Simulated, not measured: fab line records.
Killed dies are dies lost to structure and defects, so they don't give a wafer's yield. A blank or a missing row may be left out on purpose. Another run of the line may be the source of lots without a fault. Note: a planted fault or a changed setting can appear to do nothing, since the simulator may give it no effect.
Chamber matching :: flow n5 finfet :: N5_MOL_CONTACT_COAG_ETCH_67 on rie diel-01 has 4 sister chambers
The step etches SOC in N2/H2, target depth 60 nm, overetch 21 nm, time 101.2 s. 4 wafers are shown with their chamber, then 7 later ones without.

== EACH WAFER AND ITS CHAMBER ==
wafer: L090.2
chamber: 0
throttle valve pct (%): 17.79

wafer: L090.4
chamber: 2
throttle valve pct (%): 17.68

wafer: L091.4
chamber: 1
throttle valve pct (%): 17.44

wafer: L091.5
chamber: 3
throttle valve pct (%): 18.12

== WAFERS WITH NO CHAMBER GIVEN ==
wafer: L091.6
throttle valve pct (%): 17.67

wafer: L093.1
throttle valve pct (%): 17.68

wafer: L093.2
throttle valve pct (%): 17.42

wafer: L093.5
throttle valve pct (%): 18.14

wafer: L096.3
throttle valve pct (%): 17.69

wafer: L096.5
throttle valve pct (%): 17.83

wafer: L096.6
throttle valve pct (%): 18.14

== EACH ONE'S CHAMBER ==
wafer: L091.6
from the rows above: 2
in truth: 2

wafer: L093.1
from the rows above: 2
in truth: 2

wafer: L093.2
from the rows above: 1
in truth: 1

wafer: L093.5
from the rows above: 3
in truth: 3

wafer: L096.3
from the rows above: 2
in truth: 2

wafer: L096.5
from the rows above: 0
in truth: 0

wafer: L096.6
from the rows above: 3
in truth: 3
Placed correctly: 7 of 7. Number that these rows cannot place: 0. Placed wrongly: 0.
How it was worked out, from the rows above alone: a wafer's distance from a chamber is the root of the sum, over the readings, of the square of ((its reading less the chamber's mean) divided by the reading's scatter). The wafer belongs to the nearest chamber; if the next one is less than 2 further off, it can't be placed. The mean given for a chamber averages the wafers shown for that chamber. The scatter: root of mean squared gap, hidden wafer to nearest shown wafer, with one shown wafer a chamber.
